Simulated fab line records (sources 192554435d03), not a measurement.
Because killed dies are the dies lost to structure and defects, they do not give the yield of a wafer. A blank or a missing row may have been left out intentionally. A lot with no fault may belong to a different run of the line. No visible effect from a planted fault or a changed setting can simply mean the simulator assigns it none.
Split-lot experiment | flow n5Finfet | route with 1938 steps; 7 lots, 21 wafers read

## ABOUT THE SPLIT
At N5_HKMG_FIN_HK_ALD_01 (deposits HfO2, target thk 1.6 nm, pulse time 3 s, purge time 3 s), the setting aldCycles was moved away from the recipe's 30 on 5 of the 21 wafers read, by +10.0% to +16.7%. For the rest of the wafers, this setting stayed at what the recipe calls for.

## FROM THE SPLIT TO THE READING: what the file shows between them, 6 steps
- N5_HKMG_FIN_DESCUM_53: chemistry O2, time 7.9 s (also split here: timeS)
- N5_HKMG_FIN_ETCH_58: etches SOC in N2/H2, target depth 215.8 nm, time 741 s (also split here: sourceW)
- N5_HKMG_FIN_STRIP_93: strips SOC in N2/H2, time 20 s
- N5_HKMG_FIN_WET_ETCH_76: etches Al2O3 in dNH4OH, stops on La2O3, target depth 2.25 nm, rinse time 30 s
- N5_HKMG_FIN_WET_ETCH_82: etches La2O3 in dHCl, stops on HfO2, target depth 2 nm, rinse time 30 s
- N5_HKMG_FIN_ALD_36: deposits TiN, target thk 1 nm, pulse time 1 s, purge time 3 s

## THE READING
HK_THK, in nm, at N5_HKMG_FIN_THK_MEAS_70 (measures by xrf). Fault-free wafers of this fab line usually give 1.610 nm, standard deviation 0.019 nm.

wafer  | tool, chamber at the split | aldCycles as run | against the recipe | HK_THK, nm | against lot-mates on the recipe
L075.1 | aldHk-01, 3,0,1            | 30               | recipe             | 1.612      | -
L075.3 | aldHk-01, 3,0,1            | 30               | recipe             | 1.608      | -
L075.6 | aldHk-01, 3,0,1            | 30               | recipe             | 1.600      | -
L080.2 | aldHk-02, 3,1              | 30               | recipe             | 1.572      | -
L080.4 | aldHk-02, 0                | 34               | +13.3%             | 1.809      | +0.206
L080.6 | aldHk-02, 3,1              | 30               | recipe             | 1.635      | -
L082.2 | aldHk-03, 1,3,1            | 30               | recipe             | 1.608      | -
L082.4 | aldHk-03, 1,3,1            | 30               | recipe             | 1.616      | -
L082.6 | aldHk-03, 1,3,1            | 30               | recipe             | 1.606      | -
L091.3 | aldHk-01, 2,0              | 35               | +16.7%             | 1.868      | +0.251
L091.4 | aldHk-01, 2,0              | 35               | +16.7%             | 1.848      | +0.231
L091.5 | aldHk-01, 0                | 30               | recipe             | 1.617      | -
L094.2 | aldHk-03, 2,0,1            | 30               | recipe             | 1.612      | -
L094.3 | aldHk-03, 2,0,1            | 30               | recipe             | 1.652      | -
L094.4 | aldHk-03, 2,0,1            | 30               | recipe             | 1.633      | -
L096.1 | aldHk-02, 2,3,1            | 30               | recipe             | 1.639      | -
L096.2 | aldHk-02, 2,3,1            | 30               | recipe             | 1.669      | -
L096.3 | aldHk-02, 2,3,1            | 30               | recipe             | 1.623      | -
L097.1 | aldHk-02, 1,0              | 33               | +10.0%             | 1.756      | +0.183
L097.3 | aldHk-02, 0                | 30               | recipe             | 1.573      | -
L097.6 | aldHk-02, 1,0              | 33               | +10.0%             | 1.734      | +0.161
Rows listing several chambers each stand for several wafers; the file does not say which wafer went through which chamber.

FIT RESULTS
A straight line over all 21 wafers: HK_THK changes by +0.0141 nm for each +1% of aldCycles; r = +0.97; the points scatter about the line by 0.023 nm.
The same after taking each lot's own level away (the mean of its wafers on the recipe; 21 wafers): +0.0152 nm for each +1%; r = +0.98; scatter 0.017 nm.
That fit puts the effect of the largest move of aldCycles on the reading at 0.25 nm.
The span of the lots' own levels, 1.5730 to 1.6437 nm, comes to 3.7 times the standard deviation stated above.
Consequently the slope shifts little with the lot-to-lot level, the two slopes agreeing.
Check: with one of the wafers moved furthest among these (+16.7%) left out of the fit, the line predicts +0.255 nm for it against its lot-mates. Against them it came out at +0.251 nm.

## OTHER SPLITS ON THESE WAFERS
Other splits were also applied to these wafers ahead of the reading. Each is held against what the fit with the lots' levels taken away leaves over:
other split on the same wafers | wafers away from the commonest value | r with HK_THK (lot level and that fit taken away)
N5_SD_EPI_P_COAT_35 spinRpm    | 7                                    | +0.08
N5_HKMG_FIN_DESCUM_53 timeS    | 8                                    | -0.43
N5_HKMG_FIN_ETCH_58 sourceW    | 11                                   | +0.09

## FILE'S OWN FIT
HK_THK changes by +0.0153 nm for each +1% of aldCycles, r = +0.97.
